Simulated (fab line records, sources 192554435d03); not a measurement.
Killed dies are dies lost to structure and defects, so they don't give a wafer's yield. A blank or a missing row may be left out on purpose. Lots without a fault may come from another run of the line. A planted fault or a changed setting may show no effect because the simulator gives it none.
Chamber matching | flow n5_finfet | N5_ILD0_CMP_03 on cmp-01: 4 sister chambers
The step polishes, stops on SiNx, t overpolish 1.9 s, target thk 197.38 nm. 20 wafers are shown with their chamber, then 10 later ones without.

WAFERS WITH THEIR CHAMBER
wafer  | chamber | motor_current_A (A) | time_to_endpoint_s (s) | overpolish_run_s (s)
L076.3 | 3       | 10.6                | 69                     | 1.909
L076.4 | 0       | 12.2                | 75                     | 1.884
L076.5 | 1       | 12.9                | 72                     | 1.900
L079.2 | 2       | 12.5                | 80                     | 1.917
L079.4 | 3       | 11.5                | 73                     | 1.908
L079.6 | 3       | 10.9                | 73                     | 1.894
L080.2 | 2       | 12.7                | 75                     | 1.904
L080.4 | 0       | 12.0                | 73                     | 1.889
L080.5 | 1       | 13.0                | 69                     | 1.902
L081.4 | 2       | 11.8                | 78                     | 1.905
L081.5 | 3       | 10.9                | 70                     | 1.904
L081.6 | 0       | 12.7                | 75                     | 1.886
L085.2 | 1       | 12.8                | 66                     | 1.905
L085.3 | 0       | 11.9                | 74                     | 1.899
L085.6 | 0       | 12.0                | 69                     | 1.895
L089.1 | 1       | 12.7                | 64                     | 1.885
L089.4 | 3       | 11.3                | 62                     | 1.905
L089.6 | 1       | 12.5                | 65                     | 1.907
L091.3 | 1       | 13.1                | 62                     | 1.901
L091.4 | 2       | 12.6                | 68                     | 1.893

SIGNATURES (means of the wafers above)
reading            | chamber 0 | chamber 1 | chamber 2 | chamber 3 | scatter within a chamber
motor_current_A    | 12.160    | 12.833    | 12.400    | 11.040    | 0.322
time_to_endpoint_s | 73.20     | 66.33     | 75.25     | 69.40     | 3.98
overpolish_run_s   | 1.89060   | 1.90000   | 1.90475   | 1.90400   | 0.00747
Rule: a wafer's distance from a chamber is the root of the sum, over the readings, of the square of ((its reading less the chamber's mean) divided by the reading's scatter). The wafer belongs to the nearest chamber; if the next one is less than 2 further off, it can't be placed. The scatter: the root of (the sum of the squares of (reading less its chamber's mean) over the shown wafers, divided by (wafers less chambers)).

WAFERS WITHOUT THEIR CHAMBER
wafer  | motor_current_A (A) | time_to_endpoint_s (s) | overpolish_run_s (s)
L091.6 | 12.3                | 64                     | 1.903
L092.1 | 12.2                | 74                     | 1.904
L092.3 | 13.3                | 67                     | 1.892
L092.4 | 11.2                | 67                     | 1.888
L093.4 | 12.4                | 76                     | 1.898
L093.5 | 10.9                | 68                     | 1.906
L093.6 | 12.4                | 71                     | 1.898
L094.1 | 11.3                | 67                     | 1.903
L094.4 | 12.3                | 72                     | 1.901
L094.6 | 11.3                | 64                     | 1.909

WHICH CHAMBER EACH WENT THROUGH
wafer  | from the rows above          | in truth
L091.6 | can't be placed: 1 or 2 or 0 | 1
L092.1 | can't be placed: 2 or 0      | 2
L092.3 | 1                            | 1
L092.4 | can't be placed: 3 or 0      | 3
L093.4 | can't be placed: 2 or 0 or 1 | 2
L093.5 | 3                            | 3
L093.6 | can't be placed: 0 or 2 or 1 | 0
L094.1 | 3                            | 3
L094.4 | can't be placed: 2 or 0 or 1 | 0
L094.6 | 3                            | 3
Placed correctly: 4 of 10. Can't be placed from these rows: 6 (the true chamber is among the candidates in 6). Placed wrongly: 0.
